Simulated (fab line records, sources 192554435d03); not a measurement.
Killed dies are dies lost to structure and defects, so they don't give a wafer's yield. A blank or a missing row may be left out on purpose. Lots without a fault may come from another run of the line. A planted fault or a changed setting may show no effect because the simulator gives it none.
Chamber matching | flow n5_finfet | N5_BEOL_M5_ALD_86 on ald_metal-03: 4 sister chambers
The step deposits TaN, pulse time 2 s, purge time 3 s, co reactant purge time 2 s. 8 wafers are shown with their chamber, then 7 later ones without.

WAFERS WITH THEIR CHAMBER
wafer  | chamber | heater_power_w (W) | mfc_carrier_sccm (sccm)
L079.3 | 3       | 350                | 1505
L088.4 | 1       | 419                | 1497
L088.6 | 2       | 444                | 1497
L085.4 | 2       | 450                | 1499
L085.5 | 3       | 342                | 1501
L085.6 | 0       | 468                | 1494
L089.1 | 1       | 418                | 1492
L089.4 | 0       | 466                | 1501

WAFERS WITHOUT THEIR CHAMBER
wafer  | heater_power_w (W) | mfc_carrier_sccm (sccm)
L089.6 | 416                | 1498
L093.2 | 449                | 1496
L093.4 | 350                | 1498
L093.5 | 427                | 1496
L094.2 | 352                | 1495
L094.4 | 466                | 1498
L094.5 | 446                | 1501

WHICH CHAMBER EACH WENT THROUGH
wafer  | from the rows above | in truth
L089.6 | 1                   | 1
L093.2 | 2                   | 2
L093.4 | 3                   | 3
L093.5 | 1                   | 1
L094.2 | 3                   | 3
L094.4 | 0                   | 0
L094.5 | 2                   | 2
Placed correctly: 7 of 7. Can't be placed from these rows: 0. Placed wrongly: 0.
How it was worked out, from the rows above alone: a wafer's distance from a chamber is the root of the sum, over the readings, of the square of ((its reading less the chamber's mean) divided by the reading's scatter). The wafer belongs to the nearest chamber; if the next one is less than 2 further off, it can't be placed. A chamber's mean is the mean of its shown wafers. The scatter: the root of (the sum of the squares of (reading less its chamber's mean) over the shown wafers, divided by (wafers less chambers)).
